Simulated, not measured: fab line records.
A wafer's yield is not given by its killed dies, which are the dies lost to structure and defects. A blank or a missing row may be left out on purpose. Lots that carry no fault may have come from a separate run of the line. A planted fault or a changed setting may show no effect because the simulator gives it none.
Matching of chambers :: flow n5_finfet :: cvd_co-01 running N5_BEOL_M1_CO_CAP_55: 3 sister chambers
The step material Co, precursor CCTBA/H2, target thk 2 nm, time 102.1 s. 3 wafers are shown with their chamber, then 11 later ones without.

== EACH WAFER AND ITS CHAMBER ==
wafer: L090.2
chamber: 2
heater_power_w (W): 209

wafer: L090.4
chamber: 1
heater_power_w (W): 295

wafer: L092.3
chamber: 0
heater_power_w (W): 215

== WAFERS WITH NO CHAMBER GIVEN ==
wafer: L092.4
heater_power_w (W): 211

wafer: L092.5
heater_power_w (W): 295

wafer: L094.1
heater_power_w (W): 216

wafer: L094.2
heater_power_w (W): 305

wafer: L094.3
heater_power_w (W): 216

wafer: L094.4
heater_power_w (W): 211

wafer: L094.5
heater_power_w (W): 307

wafer: L094.6
heater_power_w (W): 220

wafer: L096.3
heater_power_w (W): 217

wafer: L096.5
heater_power_w (W): 301

wafer: L096.6
heater_power_w (W): 214

== CHAMBER TAKEN BY EACH ==
wafer: L092.4
from the rows above: can't be placed: 2 or 0
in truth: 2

wafer: L092.5
from the rows above: 1
in truth: 1

wafer: L094.1
from the rows above: can't be placed: 0 or 2
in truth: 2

wafer: L094.2
from the rows above: 1
in truth: 1

wafer: L094.3
from the rows above: can't be placed: 0 or 2
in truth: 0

wafer: L094.4
from the rows above: can't be placed: 2 or 0
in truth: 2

wafer: L094.5
from the rows above: 1
in truth: 1

wafer: L094.6
from the rows above: can't be placed: 0 or 2
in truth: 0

wafer: L096.3
from the rows above: can't be placed: 0 or 2
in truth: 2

wafer: L096.5
from the rows above: 1
in truth: 1

wafer: L096.6
from the rows above: can't be placed: 0 or 2
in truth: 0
Placed correctly: 4 of 11. Cannot be placed on the basis of these rows: 7; the candidates contain the true chamber in 7. Number placed wrongly: 0.
How it was worked out, from the rows above alone: a wafer's distance from a chamber is the root of the sum, over the readings, of the square of ((its reading less the chamber's mean) divided by the reading's scatter). If the next closest chamber is less than 2 further off than the closest, the wafer can't be placed; otherwise it belongs to the closest. For every chamber, the mean is computed from those of its wafers that are shown. The scatter: root of mean squared gap, hidden wafer to nearest shown wafer, with one shown wafer a chamber.
